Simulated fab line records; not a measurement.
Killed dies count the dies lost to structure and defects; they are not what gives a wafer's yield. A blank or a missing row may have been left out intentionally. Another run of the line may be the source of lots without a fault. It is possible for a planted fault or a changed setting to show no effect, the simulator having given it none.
fab line records -- flow n5-finfet
record lots=6, wafers=18, last-day=17
route steps=1938 shown BEOL_M15@1807
lots that met no fault: from a run of the same line without faults
start-h: hours from the record's first day to the start of the lot's first wafer shown -- wait-h: hours since the lot's step before -- " identical to the entry in the row above -- L1.1+2: several wafers, shown together as one row -- - either no value or no given start -- * or withheld: withheld -- < > ~ a bound
route shown NAME@n: NAME is a module with steps in the file, n the number in the route of the first one -- usual: mean/standard deviation taken from wafers without a fault -- same: alike in all rows -- chamber/n: place in a boat -- sites: the reading at each site -- _std_site: their standard deviation -- _edge_site: mean of outer sites minus mean of inner sites -- radius-mm: for every site, how far away it sits from the centre of the wafer -- mask NAME#n: copy n -- behind: tool/chamber where the wafer was last shaped -- hold: cause of the lot's hold/its duration in hours/its outcome -- device: transistor that didn't switch, given as n, p or np -- end of line: at the end of the route, the tests of the same wafers -- for a step that has no rows: nothing shown but its recipe -- killed: not the wafer's yield, but the dies lost to structure and defects at the first sort -- map: per-die view of a wafer (x killed, . not killed, _ where there is no die)
set.NAME: the setting that was run; set.NAME@STEP: the one run at that earlier step -- model.NAME: the simulator's own value behind a step, which no gauge read
lots at selected steps of the route; one table per step, one row per wafer
services: a tool's chamber out of use, with start hour (start-h, from the record's first day; less than 0 if before it), hours out, and reason
## steps
# step N5_BEOL_M15_DESCUM_33
# recipe chemistry=O2, time-s=7.9, source-power-w=50, bias-power-w=20, pressure-mtorr=20, rf-frequency-hz=2.712e+07, temp-c=40, o2-flow-sccm=225
# step N5_BEOL_M15_ETCH_61
# recipe chemistry=N2/H2, target=BARC, target-depth-a=890, overetch-a=267, time-s=67.9, ion-energy-ev=200, pressure-mtorr=30, source-w=840, bias-w=150, n2-flow-sccm=200, h2-flow-sccm=200
# usual drypump-motor-current-A=5.8/0.68, n2-flow-sccm=200.0/0.59, oes-product-au=0.68/0.071, rf-vpp-V=523/3, showerhead-plenum-p-Torr=2.51/0.1, throttle-valve-pct=17.86/0.21
lot.wafer,tool,chamber,start-h,wait-h,drypump-motor-current-A,n2-flow-sccm,oes-product-au,rf-hours-counter-h,rf-vpp-V,showerhead-plenum-p-Torr,throttle-valve-pct
L780.1,rie-diel-01,1,257.15,0.0,5.8,200.0,0.74,58,528,2.69,17.62
L780.3,rie-diel-01,3,257.15,0.0,4.9,200.5,0.77,20,526,2.60,17.51
L780.4,rie-diel-01,1,257.15,0.0,5.8,198.9,0.74,-,527,2.69,17.62
L796.2,rie-diel-05,0,333.09,0.0,4.7,200.2,0.69,85,521,2.46,17.68
L796.4,rie-diel-05,2,333.09,0.0,6.3,198.9,0.59,221,520,2.41,18.02
L796.5,rie-diel-05,1,333.09,0.0,6.0,200.2,0.75,-,522,2.50,18.05
L797.1,rie-diel-05,0,343.31,0.0,4.7,200.4,0.69,89,523,2.46,17.68
L797.2,rie-diel-05,2,343.31,0.0,6.2,200.5,0.58,224,521,2.41,18.03
L797.3,rie-diel-05,1,343.31,0.0,6.0,200.0,0.75,42,522,2.49,18.05
L795.1,rie-diel-01,1,343.48,0.0,5.8,199.2,0.71,87,529,2.68,17.66
L795.4,rie-diel-01,2,343.48,0.0,6.4,200.2,0.61,228,526,2.62,18.40
L795.5,rie-diel-01,0,343.48,0.0,6.0,200.7,0.76,-,525,2.60,17.79
L798.2,rie-diel-05,3,357.63,0.0,6.8,199.1,0.62,199,520,2.43,17.96
L798.3,rie-diel-05,1,357.63,0.0,6.1,199.6,0.74,45,522,2.49,18.05
L798.5,rie-diel-05,3,357.63,0.0,6.8,199.9,0.63,-,517,2.43,18.00
L803.2,rie-diel-03,3,386.15,0.0,5.2,199.6,0.61,194,516,2.33,17.82
L803.3,rie-diel-03,1,386.15,0.0,5.4,198.9,0.60,239,524,2.61,17.86
L803.6,rie-diel-03,2,386.15,0.0,5.2,200.7,0.61,-,526,2.62,17.83
# step N5_BEOL_M15_TRENCH_ETCH_34
# recipe chemistry=C4F8/O2/Ar, target=SiO2, target-depth-a=8729.3, he-inner-torr=15, he-outer-torr=30, time-s=199, ion-energy-ev=800, pressure-mtorr=20, source-w=1905, bias-w=2040, Ar_flow_sccm=400, C4F8_flow_sccm=16, O2_flow_sccm=12
# step N5_BEOL_M15_STRIP_36
# recipe chemistry=O2, power-w=600, temp-c=60, pressure-mtorr=30, rf-frequency-hz=6e+07, bias-power-w=0, overash-fraction=0.3, o2-flow-sccm=225
# step N5_BEOL_M15_STRIP_62
# recipe chemistry=O2, power-w=600, temp-c=60, pressure-mtorr=30, rf-frequency-hz=6e+07, bias-power-w=0, overash-fraction=0.3, o2-flow-sccm=225
# step N5_BEOL_M15_STRIP_37
# recipe chemistry=O2, power-w=600, temp-c=60, pressure-mtorr=30, rf-frequency-hz=6e+07, bias-power-w=0, overash-fraction=0.3, o2-flow-sccm=225
# usual drypump-motor-current-A=5.7/0.65, oes-product-au=0.80/0.09, rf-vpp-V=3.6/0.62, showerhead-plenum-p-Torr=2.08/0.088, throttle-valve-pct=16.62/0.21
lot.wafer,tool,chamber,start-h,wait-h,drypump-motor-current-A,oes-product-au,rf-hours-counter-h,rf-vpp-V,showerhead-plenum-p-Torr,throttle-valve-pct
L780.1,rie-diel-03,3,-,-,5.2,0.76,148,3.7,1.92,16.53
L780.3,rie-diel-03,1,-,-,5.4,0.73,198,4.2,2.17,16.62
L780.4,rie-diel-03,0,-,-,5.4,0.69,-,3.9,2.16,16.74
L796.2,rie-diel-05,0,-,-,4.7,0.81,86,4.6,2.02,16.50
L796.4,rie-diel-05,1,-,-,6.0,0.89,39,3.8,2.05,16.60
L796.5,rie-diel-05,3,-,-,6.8,0.73,-,4.5,1.99,16.75
L797.1,rie-diel-05,1,-,-,6.0,0.88,42,3.5,2.05,16.64
L797.2,rie-diel-05,0,-,-,4.7,0.81,89,3.9,2.02,16.49
L797.3,rie-diel-05,3,-,-,6.8,0.73,196,3.2,1.99,16.75
L795.1,rie-diel-05,2,-,-,6.2,0.68,225,3.6,2.00,16.97
L795.4,rie-diel-05,0,-,-,4.7,0.80,90,4.2,2.02,16.50
L795.5,rie-diel-05,3,-,-,6.8,0.73,-,3.2,1.99,16.78
L798.2,rie-diel-01,0,-,-,6.0,0.90,45,4.6,2.14,16.59
L798.3,rie-diel-01,3,-,-,4.9,0.85,54,3.4,2.13,16.33
L798.5,rie-diel-01,2,-,-,6.4,0.71,-,4.5,2.14,17.05
L803.2,rie-diel-05,3,-,-,6.8,0.72,208,2.9,1.98,16.78
L803.3,rie-diel-05,1,-,-,6.0,0.85,55,3.4,2.05,16.65
L803.6,rie-diel-05,3,-,-,6.8,0.71,-,3.4,1.98,16.78
# step N5_BEOL_M15_ETCH_38
# recipe chemistry=CF4/N2, target=SiCN, target-depth-a=1064, taper-deg=2, time-s=120.5, ion-energy-ev=150, mask-material=SiO2, pressure-mtorr=40, source-w=430, bias-w=70, Ar_flow_sccm=100, cf4-flow-sccm=60, n2-flow-sccm=60
# step N5_BEOL_M15_PRECLEAN_39
# recipe chemistry=residue-remover, time-s=60, temp-c=40
# step N5_BEOL_M15_SRD_40
# recipe time-s=30, temp-c=23, rinse-liquid=diw, dry=n2-spin, spin-rpm=1500, dry-time-s=30
# step N5_BEOL_M15_DEGAS_41
# recipe ambient=vacuum, temp-c=300, time-s=60
# usual heater-power-w=478/49
lot.wafer,tool,chamber,start-h,wait-h,heater-power-w
L780.1,pvd-sputter-02,-,259.09,0.2,422
L780.3,pvd-sputter-02,-,259.09,0.2,508
L780.4,pvd-sputter-02,-,259.09,0.2,453
L796.2,pvd-sputter-03,-,336.77,0.5,427
L796.4,pvd-sputter-03,-,336.77,0.5,543
L796.5,pvd-sputter-03,-,336.77,0.5,434
L797.1,pvd-sputter-03,-,345.66,0.4,439
L797.2,pvd-sputter-03,-,345.66,0.4,541
L797.3,pvd-sputter-03,-,345.66,0.4,409
L795.1,pvd-sputter-02,-,346.84,0.0,448
L795.4,pvd-sputter-02,-,346.84,0.0,498
L795.5,pvd-sputter-02,-,346.84,0.0,451
L798.2,pvd-sputter-02,-,359.86,0.3,545
L798.3,pvd-sputter-02,-,359.86,0.3,469
L798.5,pvd-sputter-02,-,359.86,0.3,507
L803.2,pvd-sputter-03,-,387.50,0.3,438
L803.3,pvd-sputter-03,-,387.50,0.3,416
L803.6,pvd-sputter-03,-,387.50,0.3,506
# step N5_BEOL_M15_PRE_CLEAN_42
# recipe gas=H2/He, time-s=30, temp-c=300
# usual heater-power-w=477/48
lot.wafer,tool,chamber,start-h,wait-h,heater-power-w
L780.1,pvd-sputter-02,-,259.14,0.0,416
L780.3,pvd-sputter-02,-,259.14,0.0,502
L780.4,pvd-sputter-02,-,259.14,0.0,459
L796.2,pvd-sputter-03,-,336.81,0.0,413
L796.4,pvd-sputter-03,-,336.81,0.0,538
L796.5,pvd-sputter-03,-,336.81,0.0,426
L797.1,pvd-sputter-03,-,345.70,0.0,442
L797.2,pvd-sputter-03,-,345.70,0.0,541
L797.3,pvd-sputter-03,-,345.70,0.0,412
L795.1,pvd-sputter-02,-,346.88,0.0,443
L795.4,pvd-sputter-02,-,346.88,0.0,492
L795.5,pvd-sputter-02,-,346.88,0.0,447
L798.2,pvd-sputter-02,-,359.90,0.0,543
L798.3,pvd-sputter-02,-,359.90,0.0,436
L798.5,pvd-sputter-02,-,359.90,0.0,501
L803.2,pvd-sputter-03,-,387.54,0.0,430
L803.3,pvd-sputter-03,-,387.54,0.0,423
L803.6,pvd-sputter-03,-,387.54,0.0,497
# step N5_BEOL_M15_SPUTTER_43
# recipe material=TaN, target-thk-a=150, temp-c=50, bias-v=168.6, power-w=15000, chamber-pressure-pa=0.12, time-s=24.19
# usual cathode-dc-power-W=15000/2.7, chamber-pressure-pa=0.11998/0.00025, throttle-valve-pct=29.7/1.2
lot.wafer,tool,chamber,start-h,wait-h,cathode-dc-power-W,chamber-pressure-pa,throttle-valve-pct,model.TaN_of_BEOL_M15_SPUTTER_43.thk-nm
L780.1,pvd-sputter-02,-,259.18,0.0,14997,0.11967,29.5,15
L780.3,pvd-sputter-02,-,259.18,0.0,15001,0.12022,29.4,15
L780.4,pvd-sputter-02,-,259.18,0.0,15002,0.12025,27.7,15
L796.2,pvd-sputter-03,-,336.85,0.0,15004,0.11965,32.1,15.2
L796.4,pvd-sputter-03,-,336.85,0.0,15000,0.11995,29.9,15.2
L796.5,pvd-sputter-03,-,336.85,0.0,15001,0.1202,28.1,15.2
L797.1,pvd-sputter-03,-,345.74,0.0,15002,0.12009,27.8,14.8
L797.2,pvd-sputter-03,-,345.74,0.0,14997,0.1197,29.7,15
L797.3,pvd-sputter-03,-,345.74,0.0,14995,0.12014,32.2,14.8
L795.1,pvd-sputter-02,-,346.92,0.0,18745,0.11976,27.9,18.6
L795.4,pvd-sputter-02,-,346.92,0.0,18742,0.12021,29.6,18.6
L795.5,pvd-sputter-02,-,346.92,0.0,18752,0.12015,27.7,18.6
L798.2,pvd-sputter-02,-,359.94,0.0,18746,0.11951,29.8,18.8
L798.3,pvd-sputter-02,-,359.94,0.0,18747,0.12007,27.8,18.8
L798.5,pvd-sputter-02,-,359.94,0.0,18742,0.1201,29.4,18.8
L803.2,pvd-sputter-03,-,387.58,0.0,14995,0.12021,28.0,15
L803.3,pvd-sputter-03,-,387.58,0.0,14998,0.12002,32.0,15
L803.6,pvd-sputter-03,-,387.58,0.0,14997,0.11983,31.4,15
# step N5_BEOL_M15_SPUTTER_44
# recipe material=Ta, target-thk-a=150, temp-c=50, bias-v=80, power-w=15000, chamber-pressure-pa=0.07, time-s=24.19
# usual cathode-dc-power-W=15000/2.6, chamber-pressure-pa=0.06999/0.00014, throttle-valve-pct=29.7/1.3
lot.wafer,tool,chamber,start-h,wait-h,cathode-dc-power-W,chamber-pressure-pa,throttle-valve-pct
L780.1,pvd-sputter-02,-,259.27,0.0,14999,0.0698,29.9
L780.3,pvd-sputter-02,-,259.27,0.0,15000,0.0701,29.5
L780.4,pvd-sputter-02,-,259.27,0.0,15001,0.07005,28.0
L796.2,pvd-sputter-03,-,336.93,0.0,14999,0.07005,32.1
L796.4,pvd-sputter-03,-,336.93,0.0,15002,0.06999,29.7
L796.5,pvd-sputter-03,-,336.93,0.0,15002,0.06995,28.1
L797.1,pvd-sputter-03,-,345.82,0.0,14995,0.06993,27.9
L797.2,pvd-sputter-03,-,345.82,0.0,15003,0.07003,29.5
L797.3,pvd-sputter-03,-,345.82,0.0,14998,0.07009,32.2
L795.1,pvd-sputter-02,-,347.00,0.0,14997,0.07017,28.2
L795.4,pvd-sputter-02,-,347.00,0.0,15000,0.0698,29.2
L795.5,pvd-sputter-02,-,347.00,0.0,15004,0.07011,27.9
L798.2,pvd-sputter-02,-,360.02,0.0,15000,0.06986,29.7
L798.3,pvd-sputter-02,-,360.02,0.0,15001,0.06986,27.8
L798.5,pvd-sputter-02,-,360.02,0.0,15000,0.06994,29.2
L803.2,pvd-sputter-03,-,387.66,0.0,14999,0.06998,28.1
L803.3,pvd-sputter-03,-,387.66,0.0,14995,0.07001,32.3
L803.6,pvd-sputter-03,-,387.66,0.0,15000,0.07009,31.5
# step N5_BEOL_M15_SPUTTER_45
# recipe material=Cu, target-thk-a=1000, temp-c=-20, bias-v=60, power-w=26000, chamber-pressure-pa=0.13, time-s=16.67
# step N5_BEOL_M15_ECD_47
# recipe material=Cu, target-thk-a=18600
# step N5_BEOL_M15_ANNEAL_48
# recipe temp-c=225, time-s=90, ambient=N2
# step N5_BEOL_M15_CMP_49
# recipe stop-on=SiO2, t-overpolish-s=4.9, down-force-psi=2, platen-rpm=80, clearing-platen-down-force-psi=2, clearing-platen-rpm=80, post-cmp-clean=cu-alkaline, target-thk-nm=850, clearing-platen-pad-velocity-m-s=1.5917, pad-velocity-m-s=1.5917
# usual barrier-field-endpoint-s=11.41/0.2, edge-zone-pressure-frac=1.000/0.0051, motor-current-A=8.3/0.86, pad-life-wafers=1129/620
lot.wafer,tool,chamber,start-h,wait-h,barrier-field-endpoint-s,edge-zone-pressure-frac,motor-current-A,pad-life-wafers
L780.1,cmp-04,3,260.78,0.3,11.69,0.994,8.4,1968
L780.3,cmp-04,0,260.78,0.3,11.29,0.999,8.1,1969
L780.4,cmp-04,1,260.78,0.3,11.69,0.997,10.0,1970
L796.4,cmp-01,1,338.48,0.2,11.51,1.001,7.6,1802
L796.2,cmp-01,2,338.48,0.2,11.39,1.001,7.0,1803
L796.5,cmp-01,0,338.48,0.2,11.43,0.994,9.0,-
L797.1,cmp-04,0,346.56,0.3,11.59,1.001,7.9,726
L797.2,cmp-04,1,346.56,0.3,11.50,1.010,10.7,727
L797.3,cmp-04,2,346.56,0.3,11.72,1.003,9.4,728
L795.1,cmp-01,2,347.77,0.3,12.43,1.001,6.8,1885
L795.4,cmp-01,0,347.77,0.3,13.13,0.994,8.1,1887
L795.5,cmp-01,2,347.77,0.3,12.77,1.001,7.0,-
L798.3,cmp-02,2,360.93,0.3,12.83,1.002,7.5,918
L798.2,cmp-02,3,360.93,0.3,12.60,1.005,8.6,919
L798.5,cmp-02,3,360.93,0.3,12.86,1.001,8.5,-
L803.3,cmp-02,1,388.47,0.2,11.22,1.001,8.2,1128
L803.2,cmp-02,2,388.47,0.2,11.40,0.993,7.7,1129
L803.6,cmp-02,1,388.47,0.2,11.38,1.007,7.5,-
# step N5_BEOL_M15_THK_MEAS_50
# recipe thk-meas-gauge=xrf, reads=Cu_of_BEOL_M15_ECD_47
# usual M15_THK=831/18
lot.wafer,tool,chamber,start-h,wait-h,M15_THK[nm]
L780.1,film-metro-01,-,261.08,-,861
L780.3,film-metro-01,-,261.08,-,868
L780.4,film-metro-01,-,261.08,-,860
L796.2,film-metro-01,-,338.70,-,836
L796.4,film-metro-01,-,338.70,-,811
L796.5,film-metro-01,-,338.70,-,843
L797.1,film-metro-02,-,346.86,-,815
L797.2,film-metro-02,-,346.86,-,796
L797.3,film-metro-02,-,346.86,-,814
L795.1,film-metro-02,-,348.03,-,811
L795.4,film-metro-02,-,348.03,-,809
L795.5,film-metro-02,-,348.03,-,828
L798.2,film-metro-01,-,361.23,-,830
L798.3,film-metro-01,-,361.23,-,840
L798.5,film-metro-01,-,361.23,-,828
L803.2,film-metro-01,-,388.76,-,814
L803.3,film-metro-01,-,388.76,-,821
L803.6,film-metro-01,-,388.76,-,814
## services
tool,chamber,start-h,hours,kind
cmp-02,-,238.64,4.0,pm
cmp-02,-,242.64,-,consumable-replace:conditioner
cmp-02,-,242.64,-,consumable-replace:pad
rie-diel-01,2,247.19,13.3,repair
rie-diel-03,2,251.67,11.3,repair
rie-diel-03,0,263.00,-,clean
rie-diel-03,0,263.00,-,consumable-replace:focus-ring
rie-diel-03,0,263.00,18.7,scheduled-down
rie-diel-03,0,263.00,18.7,vent-cycle
cmp-04,-,265.89,4.0,pm
cmp-04,-,269.89,-,consumable-replace:conditioner
cmp-04,-,269.89,-,consumable-replace:pad
rie-diel-01,2,276.08,10.4,repair
cmp-04,-,288.90,1.0,repair
rie-diel-03,1,291.76,7.9,repair
cmp-01,-,304.58,3.6,pm
cmp-01,-,308.18,7.7,pm
cmp-02,-,310.75,10.9,pm
rie-diel-03,2,364.20,1.3,repair
rie-diel-03,0,374.44,14.3,repair
cmp-01,-,376.75,4.0,pm
cmp-02,-,381.16,4.7,pm
rie-diel-03,2,387.99,4.9,repair
cmp-04,-,388.15,4.8,pm
## key
first-sign step=N5_BEOL_M15_SPUTTER_43, reading=cathode-dc-power-W, direction=up, sigmas=99+, usual=*, struck=*
effect step=N5_BEOL_M15_CMP_49, reading=barrier-field-endpoint-s, direction=up, sigmas=6.7, usual=11.41, struck=12.77
model-effect step=N5_BEOL_M15_SPUTTER_43, value=TaN_of_BEOL_M15_SPUTTER_43.thk-nm, without=14.9, struck=18.7
met-at N5_BEOL_M15_SPUTTER_43
struck-wafers L795.1,L795.4,L795.5,L798.2,L798.3,L798.5
onset-between 259.18 346.92
fault kind=process-parameter-drift, tool=pvd-sputter-02, chamber=-, onset-h=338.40, steps=N5_BEOL_M15_SPUTTER_43, channel=power-w, offset=*, shape=step, end-h=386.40, acts-in=*, stated=*
